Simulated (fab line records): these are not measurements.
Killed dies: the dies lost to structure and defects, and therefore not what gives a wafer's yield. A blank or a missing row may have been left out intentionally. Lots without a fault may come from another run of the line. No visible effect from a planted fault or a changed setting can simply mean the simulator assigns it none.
Matching of chambers	flow nand_harc	NHARC_A_CHANNEL_FILL_D1_ALD_14 on ald_hk-04 has 4 sister chambers
The step deposits SiO2, target thk 2.5 nm, pulse time 10 s, ald cycles 25. 4 wafers are shown with their chamber, then 8 later ones without.

## EACH WAFER AND ITS CHAMBER
wafer	chamber	heater_power_w (W)
L087.6	1	398
L092.4	2	394
L092.6	0	457
L094.1	3	573

## WAFERS WITHOUT THEIR CHAMBER
wafer	heater_power_w (W)
L094.2	436
L094.3	414
L097.1	398
L097.4	376
L097.5	392
L096.1	442
L096.4	567
L096.6	384

## CHAMBER TAKEN BY EACH
wafer	from the rows above	in truth
L094.2	can't be placed: 0 or 1 or 2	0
L094.3	can't be placed: 1 or 2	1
L097.1	can't be placed: 1 or 2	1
L097.4	can't be placed: 2 or 1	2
L097.5	can't be placed: 2 or 1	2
L096.1	0	0
L096.4	3	3
L096.6	can't be placed: 2 or 1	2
Correct placement for 2 of the 8. These rows do not allow placing 6 (true chamber among the candidates in 6). 0 placed wrongly.
How it was worked out, from the rows above alone: a wafer's distance from a chamber is the root of the sum, over the readings, of the square of ((its reading less the chamber's mean) divided by the reading's scatter). The wafer belongs to the nearest chamber; if the next one is less than 2 further off, it can't be placed. For every chamber, the mean is computed from those of its wafers that are shown. The scatter (one wafer shown for each chamber): square how far every hidden wafer sits from the nearest shown wafer, average those squares and take the square root.
